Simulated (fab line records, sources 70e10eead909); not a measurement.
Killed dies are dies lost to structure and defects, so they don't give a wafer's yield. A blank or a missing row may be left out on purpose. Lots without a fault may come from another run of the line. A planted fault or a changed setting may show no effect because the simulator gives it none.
Chamber matching | flow nand_harc | NHARC_A_WL_FILL_CMP_12 on cmp-01: 4 sister chambers
The step polishes, t overpolish 30 s, target thk 75 nm. 18 wafers are shown with their chamber, then 9 later ones without.

WAFERS WITH THEIR CHAMBER
wafer  | chamber | motor_current_A (A) | overpolish_run_s (s) | time_to_endpoint_s (s)
L077.1 | 0       | 12.4                | 30.004               | 15.2
L077.2 | 3       | 11.0                | 30.008               | 16.5
L077.3 | 1       | 12.1                | 29.978               | 18.4
L079.1 | 1       | 11.6                | 30.000               | 22.4
L079.2 | 2       | 12.1                | 29.998               | 18.0
L079.4 | 0       | 12.1                | 30.015               | 20.6
L080.1 | 2       | 13.4                | 30.000               | 14.0
L080.2 | 1       | 11.0                | 29.990               | 17.0
L080.4 | 0       | 12.7                | 30.001               | 15.3
L085.4 | 3       | 11.3                | 30.008               | 17.4
L085.5 | 1       | 11.4                | 29.992               | 18.2
L085.6 | 2       | 13.7                | 29.992               | 12.8
L090.3 | 1       | 11.1                | 30.007               | 15.8
L090.4 | 3       | 10.8                | 30.004               | 16.1
L090.5 | 2       | 12.6                | 30.000               | 16.1
L089.2 | 2       | 12.2                | 30.010               | 14.2
L089.3 | 0       | 12.4                | 30.001               | 17.3
L089.5 | 3       | 11.4                | 30.006               | 14.8

SIGNATURES (means of the wafers above)
reading            | chamber 0 | chamber 1 | chamber 2 | chamber 3 | scatter within a chamber
motor_current_A    | 12.400    | 11.440    | 12.800    | 11.125    | 0.481
overpolish_run_s   | 30.00525  | 29.99340  | 30.00000  | 30.00650  | 0.00752
time_to_endpoint_s | 17.100    | 18.360    | 15.020    | 16.200    | 2.14
Rule: a wafer's distance from a chamber is the root of the sum, over the readings, of the square of ((its reading less the chamber's mean) divided by the reading's scatter). The wafer belongs to the nearest chamber; if the next one is less than 2 further off, it can't be placed. The scatter: the root of (the sum of the squares of (reading less its chamber's mean) over the shown wafers, divided by (wafers less chambers)).

WAFERS WITHOUT THEIR CHAMBER
wafer  | motor_current_A (A) | overpolish_run_s (s) | time_to_endpoint_s (s)
L092.1 | 11.5                | 29.999               | 16.8
L092.5 | 11.8                | 29.994               | 12.2
L092.6 | 10.9                | 29.982               | 13.7
L094.3 | 12.8                | 29.984               | 13.4
L094.4 | 12.3                | 30.009               | 15.5
L094.5 | 11.9                | 30.004               | 14.9
L096.1 | 12.9                | 30.010               | 18.1
L096.2 | 10.7                | 30.007               | 19.3
L096.3 | 12.9                | 30.011               | 18.1

WHICH CHAMBER EACH WENT THROUGH
wafer  | from the rows above               | in truth
L092.1 | can't be placed: 1 or 3 or 0 or 2 | 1
L092.5 | can't be placed: 2 or 3 or 1 or 0 | 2
L092.6 | can't be placed: 1 or 3 or 2 or 0 | 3
L094.3 | can't be placed: 2 or 0 or 1      | 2
L094.4 | can't be placed: 0 or 2 or 3      | 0
L094.5 | can't be placed: 0 or 3 or 2 or 1 | 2
L096.1 | can't be placed: 0 or 2           | 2
L096.2 | can't be placed: 3 or 1 or 0      | 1
L096.3 | can't be placed: 0 or 2           | 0
Placed correctly: 0 of 9. Can't be placed from these rows: 9 (the true chamber is among the candidates in 9). Placed wrongly: 0.
